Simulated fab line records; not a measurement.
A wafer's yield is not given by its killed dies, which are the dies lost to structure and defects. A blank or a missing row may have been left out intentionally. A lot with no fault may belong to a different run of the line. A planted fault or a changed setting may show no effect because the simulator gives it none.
fab line records    flow nand_harc
[record] lots = 15  wafers = 43  last_day = 25
route steps=1159 shown A_CONTACT@946
lots that met no fault: from a run of the same line without faults
start_h: start of the lot's first displayed wafer, in hours after the record's first day    wait_h: hours elapsed since this lot's preceding step    " unchanged from the row above    L1.1+2: one row covering several wafers at once    - either no value or no given start    * or withheld: withheld    < > ~ a bound
route shown NAME@n: names a module that has steps shown in the file, with the first one's number in the route    usual: mean/standard deviation of fault-free wafers    same: alike in all rows    chamber/n: place in a boat    sites: per-site readings    _std_site: their standard deviation    _edge_site: inner sites' mean taken away from outer sites' mean    radius_mm: how far each site lies from the wafer's centre    mask NAME#n: copy n    behind: the tool/chamber that last shaped the wafer    hold: what put the lot on hold/how long, in hours/how the hold closed    device: which transistor (n, p or np) failed to switch    end of line: at the end of the route, the tests of the same wafers    for a step that has no rows: nothing shown but its recipe    killed: dies lost to structure and defects at the first sort, not the wafer's yield    map: shows each die of a wafer: x if killed, . if not, _ if none is there
set.NAME: the setting as run; set.NAME@STEP: as run at that earlier step    model.NAME: the simulator's own value behind a step, which no gauge read
a sample of lots followed through the steps of the route, with each step as a table and each wafer as a row
services: from which hour (start_h, from the record's first day; less than 0 if before it) a tool's chamber was out of use, for how many hours, and why
[[steps]]
[step NHARC_A_CONTACT_ETCH_137]
[recipe] source_w = withheld  pressure_mtorr = 20  bias_v = 3000  time_s = 132  target_depth_a = 12870  ar_flow_sccm = withheld  c4f8_flow_sccm = withheld  o2_flow_sccm = withheld  chemistry = C4F8/O2/Ar
[usual] chamber_pressure_mTorr = 20.000/0.021
lot.wafer  tool             chamber  start_h  wait_h  chamber_pressure_mTorr  rf_hours_counter_h
L838.4     har_cap_etch-01  0        405.69   0.2     19.955                  -
L838.3     "                1        "        "       20.024                  -
L838.5     "                1        "        "       20.003                  -
L841.1     har_cap_etch-03  1        438.57   0.1     19.980                  91
L841.3     "                1        "        "       20.022                  -
L841.5     "                1        "        "       20.017                  -
L843.2     har_cap_etch-02  0        445.24   0.1     19.984                  20
L843.1     "                1        "        "       19.974                  20
L843.6     "                0        "        "       19.988                  -
L844.1     har_cap_etch-03  0        446.56   0.1     19.974                  93
L844.4     "                1        "        "       19.988                  -
L844.5     "                1        "        "       20.003                  -
L845.2     har_cap_etch-03  0        448.60   0.1     19.994                  94
L845.4     "                0        "        "       19.978                  -
L845.3     "                1        "        "       20.007                  -
L846.2     har_cap_etch-02  0        455.93   0.1     19.980                  22
L846.3     "                1        "        "       20.014                  -
L846.6     "                0        "        "       19.984                  -
L848.2     har_cap_etch-03  0        486.73   0.1     20.003                  97
L848.4     "                0        "        "       20.042                  -
L848.6     "                1        "        "       19.999                  -
L849.4     har_cap_etch-03  0        494.52   0.1     20.033                  -
L849.3     "                1        "        "       19.987                  -
L849.5     "                1        "        "       20.023                  -
L852.1     har_cap_etch-02  0        494.87   0.1     20.033                  26
L852.5     "                0        "        "       19.991                  -
L855.2     har_cap_etch-03  1        497.59   0.1     19.982                  98
L855.4     "                0        "        "       19.979                  -
L851.2     har_cap_etch-03  0        507.71   0.1     19.993                  100
L851.3     "                0        "        "       20.014                  -
L851.5     "                1        "        "       20.031                  -
L856.2     har_cap_etch-03  1        518.32   0.1     19.995                  103
L856.4     "                0        "        "       19.980                  -
L856.5     "                0        "        "       20.007                  -
L859.1     har_cap_etch-02  0        524.52   0.1     19.969                  34
L859.4     "                0        "        "       19.989                  -
L859.5     "                1        "        "       19.993                  -
L850.1     har_cap_etch-01  1        531.38   0.1     20.020                  81
L850.2     "                0        "        "       19.962                  81
L850.6     "                0        "        "       20.006                  -
L860.2     har_cap_etch-02  1        540.24   0.1     20.025                  37
L860.1     "                0        "        "       20.042                  37
L860.4     "                0        "        "       20.114                  -
[step NHARC_A_CONTACT_ETCH_92]
[recipe] target_depth_a = 400  over_etch_frac = 0.5  time_s = 85.7  ion_energy_ev = 120  ch3f_flow_sccm = 50  o2_flow_sccm = 30  ar_flow_sccm = 200  rf_w = 500  bias_w = 100  chemistry = CH3F/O2
[usual] chamber_pressure_mTorr = 25.003/0.022  drypump_motor_current_A = 5.6/0.48  o2_flow_sccm = 30.01/0.1  oes_product_au = 0.937/0.026  rf_vpp_V = 244.6/1.9  showerhead_plenum_p_Torr = 2.47/0.12  throttle_valve_pct = 20.662/0.0094
lot.wafer  tool         chamber  start_h  wait_h  chamber_pressure_mTorr  drypump_motor_current_A  o2_flow_sccm  oes_product_au  rf_hours_counter_h  rf_vpp_V  showerhead_plenum_p_Torr  throttle_valve_pct
L838.3     rie_diel-08  3        406.67   0.4     25.012                  5.1                      29.88         0.923           29                  243.6     2.36                      20.673
L838.4     "            1        "        "       24.997                  5.4                      30.14         0.929           32                  245.5     2.51                      20.669
L838.5     "            2        "        "       24.966                  4.9                      30.06         0.919           -                   247.1     2.57                      20.655
L841.1     rie_diel-13  0        439.20   0.3     24.986                  5.1                      30.05         0.922           28                  243.2     2.33                      20.653
L841.3     "            3        "        "       24.986                  5.6                      30.03         0.916           28                  246.7     2.55                      20.666
L841.5     "            0        "        "       24.981                  5.1                      30.11         0.926           -                   243.2     2.33                      20.645
L843.1     rie_diel-13  2        446.06   0.4     25.024                  6.2                      30.04         0.939           29                  240.1     2.27                      20.670
L843.2     "            3        "        "       24.979                  5.6                      29.96         0.923           29                  246.2     2.55                      20.673
L843.6     "            2        "        "       25.011                  6.2                      30.07         0.929           -                   240.7     2.27                      20.650
L844.4     rie_diel-13  0        447.19   0.3     25.008                  5.1                      30.02         0.927           29                  241.8     2.33                      20.659
L844.1     "            3        "        "       24.995                  5.6                      30.00         0.929           29                  246.0     2.55                      20.674
L844.5     "            1        "        "       25.019                  6.0                      29.81         0.923           -                   245.2     2.48                      20.661
L845.2     rie_diel-13  0        449.25   0.4     25.028                  5.1                      29.86         0.918           29                  243.4     2.33                      20.668
L845.3     "            1        "        "       25.007                  6.1                      30.01         0.927           30                  245.1     2.48                      20.649
L845.4     "            2        "        "       24.992                  6.2                      30.09         0.928           29                  241.7     2.27                      20.648
L846.3     rie_diel-08  3        456.74   0.3     24.985                  5.1                      30.08         0.925           52                  242.8     2.35                      20.677
L846.2     "            1        "        "       24.982                  5.4                      30.01         0.933           54                  243.6     2.51                      20.654
L846.6     "            3        "        "       25.032                  5.1                      30.00         0.930           -                   243.0     2.35                      20.655
L848.4     rie_diel-13  2        487.39   0.3     25.030                  6.2                      30.13         0.937           5                   246.4     2.66                      20.655
L848.2     "            0        "        "       25.001                  5.1                      30.19         0.932           4                   241.6     2.33                      20.662
L848.6     "            2        "        "       25.024                  6.2                      30.12         0.934           -                   246.3     2.66                      20.673
L849.3     rie_diel-13  3        495.12   0.3     25.012                  5.6                      29.95         0.945           6                   246.1     2.55                      20.671
L849.4     "            0        "        "       25.021                  5.1                      29.81         0.956           5                   243.0     2.33                      20.674
L849.5     "            3        "        "       25.048                  5.6                      29.93         0.949           -                   245.3     2.55                      20.653
L852.1     rie_diel-13  0        495.54   0.4     25.010                  5.1                      29.92         0.934           5                   242.0     2.33                      20.649
L852.5     "            2        "        "       24.956                  6.2                      29.98         0.947           -                   249.1     2.66                      20.658
L855.4     rie_diel-13  1        498.26   0.3     25.043                  6.1                      30.04         0.929           5                   244.8     2.48                      20.659
L855.2     "            2        "        "       25.009                  6.2                      29.81         0.941           6                   247.5     2.66                      20.659
L851.2     rie_diel-08  0        508.36   0.3     24.989                  5.7                      30.02         1.012           5                   247.1     2.63                      20.675
L851.3     "            1        "        "       24.989                  5.4                      29.99         1.001           6                   245.5     2.50                      20.660
L851.5     "            0        "        "       25.012                  5.7                      29.86         1.012           -                   246.9     2.63                      20.648
L856.4     rie_diel-13  1        519.06   0.3     25.010                  6.0                      29.88         0.917           10                  244.3     2.48                      20.641
L856.2     "            2        "        "       25.000                  6.2                      29.95         0.943           10                  246.6     2.66                      20.651
L856.5     "            3        "        "       24.988                  5.6                      30.03         0.925           -                   245.8     2.54                      20.665
L859.4     rie_diel-11  1        525.18   0.3     25.011                  6.4                      30.16         0.918           60                  243.3     2.37                      20.663
L859.1     "            2        "        "       25.024                  6.0                      29.96         0.918           58                  243.7     2.40                      20.655
L859.5     "            0        "        "       24.967                  5.9                      29.92         0.923           -                   241.9     2.27                      20.668
L850.1     rie_diel-11  2        532.04   0.4     25.036                  6.0                      29.91         0.921           62                  241.8     2.40                      20.665
L850.2     "            0        "        "       24.970                  5.9                      29.91         0.931           65                  241.0     2.27                      20.651
L850.6     "            2        "        "       24.953                  6.0                      29.89         0.915           -                   243.5     2.40                      20.667
L860.2     rie_diel-08  3        540.88   0.4     24.999                  5.1                      29.80         0.918           19                  241.6     2.34                      20.666
L860.4     "            0        "        "       24.980                  5.7                      30.09         0.928           17                  247.5     2.63                      20.660
L860.1     "            1        "        "       25.020                  5.4                      30.09         0.908           18                  244.9     2.50                      20.662
[step NHARC_A_CONTACT_ETCH_98]
[recipe] target_depth_a = 200  over_etch_frac = 0.5  time_s = 10  ion_energy_ev = 250  c4f6_flow_sccm = 25  o2_flow_sccm = 20  ar_flow_sccm = 500  rf_w = 600  bias_w = 500  chemistry = C4F6/O2
[usual] chamber_pressure_mTorr = 30.000/0.027  drypump_motor_current_A = 5.6/0.47  o2_flow_sccm = 20.01/0.063  oes_product_au = 0.957/0.02  rf_vpp_V = 547/3.9  showerhead_plenum_p_Torr = 3.95/0.19  throttle_valve_pct = 26.903/0.0088
lot.wafer  tool         chamber  start_h  wait_h  chamber_pressure_mTorr  drypump_motor_current_A  o2_flow_sccm  oes_product_au  rf_hours_counter_h  rf_vpp_V  showerhead_plenum_p_Torr  throttle_valve_pct
L838.4     rie_diel-08  0        406.80   -       30.023                  5.8                      19.99         0.950           37                  553       4.20                      26.895
L838.3     "            2        "        "       29.983                  4.9                      20.04         0.975           35                  551       4.09                      26.916
L838.5     "            1        "        "       30.020                  5.4                      20.07         0.961           -                   549       4.01                      26.888
L841.3     rie_diel-13  3        439.33   -       29.961                  5.6                      19.99         0.948           28                  550       4.06                      26.900
L841.1     "            2        "        "       30.049                  6.2                      19.89         0.955           28                  541       3.64                      26.893
L841.5     "            3        "        "       30.039                  5.6                      20.02         0.950           -                   549       4.06                      26.896
L843.1     rie_diel-13  2        446.18   -       29.986                  6.2                      20.09         0.953           29                  541       3.64                      26.912
L843.2     "            3        "        "       29.957                  5.6                      19.88         0.929           29                  550       4.06                      26.891
L843.6     "            2        "        "       30.022                  6.2                      20.16         0.948           -                   542       3.64                      26.900
L844.4     rie_diel-13  3        447.33   -       30.005                  5.6                      19.98         0.935           29                  549       4.06                      26.895
L844.1     "            0        "        "       29.963                  5.1                      20.00         0.940           29                  542       3.73                      26.918
L844.5     "            0        "        "       30.003                  5.1                      20.02         0.937           -                   543       3.73                      26.903
L845.4     rie_diel-13  1        449.39   -       29.992                  6.0                      20.01         0.955           30                  546       3.96                      26.897
L845.2     "            2        "        "       29.987                  6.3                      19.97         0.962           29                  540       3.64                      26.902
L845.3     "            0        "        "       29.999                  5.2                      20.00         0.958           29                  543       3.73                      26.902
L846.2     rie_diel-08  0        456.88   -       29.956                  5.7                      20.09         0.947           59                  553       4.19                      26.902
L846.3     "            2        "        "       29.994                  4.9                      19.95         0.947           59                  550       4.07                      26.912
L846.6     "            3        "        "       29.979                  5.1                      20.02         0.947           -                   542       3.76                      26.902
L848.4     rie_diel-13  2        487.52   -       30.007                  6.2                      20.11         0.969           5                   555       4.22                      26.891
L848.2     "            3        "        "       29.981                  5.6                      19.99         0.935           5                   550       4.05                      26.896
L848.6     "            2        "        "       29.981                  6.2                      20.02         0.963           -                   554       4.22                      26.914
L849.3     rie_diel-13  2        495.26   -       30.002                  6.2                      20.08         0.970           6                   553       4.22                      26.895
L849.4     "            3        "        "       29.986                  5.6                      19.96         0.958           6                   550       4.05                      26.907
L849.5     "            1        "        "       30.017                  6.0                      20.05         0.946           -                   547       3.96                      26.914
L852.1     rie_diel-13  1        495.65   -       29.995                  6.0                      20.01         0.762           5                   548       3.95                      26.903
L852.5     "            0        "        "       30.024                  5.1                      19.99         0.956           -                   544       3.73                      26.887
L855.4     rie_diel-13  2        498.38   -       30.017                  6.3                      19.92         0.955           6                   554       4.22                      26.907
L855.2     "            3        "        "       29.989                  5.6                      20.00         0.762           6                   550       4.05                      26.898
L851.3     rie_diel-08  2        508.49   -       30.022                  4.9                      20.05         1.000           7                   549       4.07                      26.899
L851.2     "            3        "        "       30.027                  5.1                      19.99         0.998           7                   543       3.75                      26.897
L851.5     "            1        "        "       30.010                  5.4                      20.09         1.004           -                   548       3.99                      26.907
L856.4     rie_diel-13  2        519.18   -       30.015                  6.2                      20.09         0.947           10                  553       4.22                      26.911
L856.2     "            3        "        "       30.071                  5.6                      20.04         0.765           11                  548       4.05                      26.908
L856.5     "            0        "        "       30.003                  5.1                      19.93         0.956           -                   544       3.72                      26.896
L859.4     rie_diel-11  0        525.29   -       30.015                  6.0                      20.07         0.965           60                  542       3.64                      26.907
L859.1     "            2        "        "       29.977                  6.0                      20.10         0.965           59                  545       3.83                      26.909
L859.5     "            3        "        "       29.970                  4.9                      20.01         0.971           -                   542       3.69                      26.909
L850.2     rie_diel-11  1        532.16   -       30.016                  6.4                      19.94         0.939           63                  545       3.80                      26.901
L850.1     "            0        "        "       29.981                  5.9                      20.13         0.943           65                  541       3.64                      26.896
L850.6     "            1        "        "       30.028                  6.4                      19.98         0.945           -                   544       3.80                      26.905
L860.2     rie_diel-08  3        541.02   -       29.999                  5.1                      19.96         0.951           19                  544       3.74                      26.907
L860.1     "            0        "        "       30.019                  5.7                      19.99         0.947           17                  552       4.17                      26.912
L860.4     "            1        "        "       29.966                  5.4                      19.98         0.933           18                  547       3.98                      26.909
[step NHARC_A_CONTACT_ALD_18]
[recipe] target_thk_a = 30  pulse_time_s = 1  ald_cycles = 150  temp_c = 450  material = TiN
[usual] heater_power_outer_w = 698/130  heater_power_w = 1078/160  precursor_pulse_height_rel = 1.000/0.02
lot.wafer  tool          chamber  start_h  wait_h  heater_power_outer_w  heater_power_w  precursor_pulse_height_rel
L838.4     ald_metal-03  0        407.84   -       595                   988             0.986
L838.3     "             1        "        "       737                   1218            0.984
L838.5     "             1        "        "       749                   1191            1.009
L841.3     ald_metal-02  2        440.47   -       620                   935             0.995
L841.1     "             0        "        "       575                   973             0.962
L841.5     "             2        "        "       628                   931             1.020
L843.1     ald_metal-01  1        447.32   -       862                   1276            1.029
L843.2     "             0        "        "       585                   1033            1.025
L843.6     "             2        "        "       579                   872             0.986
L844.1     ald_metal-03  3        448.48   -       774                   1075            1.017
L844.4     "             0        "        "       614                   987             1.000
L844.5     "             2        "        "       907                   1329            0.979
L845.4     ald_metal-02  0        450.42   -       577                   959             1.007
L845.2     "             2        "        "       622                   967             1.005
L845.3     "             3        "        "       674                   983             0.993
L846.2     ald_metal-02  2        457.90   -       635                   947             0.995
L846.3     "             1        "        "       551                   947             0.957
L846.6     "             2        "        "       647                   960             1.026
L848.4     ald_metal-01  1        488.56   -       939                   1355            1.017
L848.2     "             3        "        "       766                   1181            0.976
L848.6     "             0        "        "       615                   1029            0.961
L849.3     ald_metal-02  2        496.40   -       649                   953             1.028
L849.4     "             0        "        "       570                   969             0.968
L849.5     "             2        "        "       619                   947             1.018
L852.1     ald_metal-03  2        496.75   -       929                   1364            1.009
L852.5     "             1        "        "       736                   1199            0.954
L855.4     ald_metal-01  1        499.46   -       960                   1374            1.014
L855.2     "             3        "        "       762                   1188            0.992
L851.3     ald_metal-02  1        509.55   -       560                   929             1.011
L851.2     "             2        "        "       633                   933             1.000
L851.5     "             3        "        "       675                   982             1.031
L856.2     ald_metal-02  2        520.35   -       654                   929             1.023
L856.4     "             3        "        "       672                   1009            1.014
L856.5     "             0        "        "       583                   989             0.986
L859.1     ald_metal-02  1        526.74   -       557                   932             1.016
L859.4     "             3        "        "       670                   1035            0.996
L859.5     "             1        "        "       550                   918             0.969
L850.1     ald_metal-02  0        533.42   -       587                   965             0.991
L850.2     "             1        "        "       568                   940             1.008
L850.6     "             0        "        "       587                   960             1.011
L860.4     ald_metal-01  1        542.25   -       950                   1367            1.029
L860.2     "             2        "        "       574                   862             1.009
L860.1     "             3        "        "       758                   1183            1.027
[[services]]
tool             chamber  start_h  hours  kind
rie_diel-13      0        383.06   -      clean
rie_diel-13      1        383.06   -      clean
rie_diel-13      2        383.06   -      clean
rie_diel-13      3        383.06   -      clean
ald_metal-01     -        393.30   1.5    repair
rie_diel-13      0        407.58   -      clean
rie_diel-13      1        407.58   -      clean
rie_diel-13      2        407.58   -      clean
rie_diel-13      3        407.58   -      clean
rie_diel-13      0        432.13   -      clean
rie_diel-13      1        432.13   -      clean
ald_metal-01     3        441.59   6.6    repair
ald_metal-03     -        443.49   0.2    repair
rie_diel-13      -        453.08   9.0    pm
ald_metal-01     -        458.00   10.0   pm
har_cap_etch-01  -        461.43   0.5    repair
har_cap_etch-03  -        467.09   0.3    repair
rie_diel-08      -        480.12   9.0    pm
ald_metal-02     -        486.41   0.8    repair
rie_diel-11      1        492.62   4.0    repair
ald_metal-03     -        500.00   10.0   pm
ald_metal-02     -        518.31   1.1    repair
rie_diel-13      0        526.94   4.7    repair
ald_metal-02     -        542.00   10.0   pm
[[key]]
[first_sign] step = NHARC_A_CONTACT_ETCH_98  reading = oes_product_au  direction = down  sigmas = 9.8  usual = 0.957  struck = 0.763
effect none on later readings
met_at NHARC_A_CONTACT_ETCH_98
struck_lots L852,L855,L856
struck_wafers L852.1,L855.2,L856.2
sort_left_out L852.1,L855.2,L856.2
tester_left_out L852,L855,L856
not_acting_at NHARC_A_CONTACT_ETCH_137,NHARC_A_CONTACT_ETCH_92,NHARC_A_CONTACT_ALD_18
onset_between 495.26 495.65
[fault] kind = process_parameter_drift  tool = rie_diel-13  chamber = -  onset_h = 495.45  steps = NHARC_A_CONTACT_ETCH_98  channel = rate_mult  offset = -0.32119  shape = step  end_h = 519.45  scope = struck_wafers_only
// tester_left_out: of these lots the tester's yield and bins aren't shown, on N5 and GAA mostly nor the transistor test; their killed dies are dies lost to structure and defects alone, not to doping, threshold or leakage, so they don't give the yield
// sort_left_out: the simulated sort isn't trusted on such a fault, so these wafers' sort isn't shown, and their yield isn't known
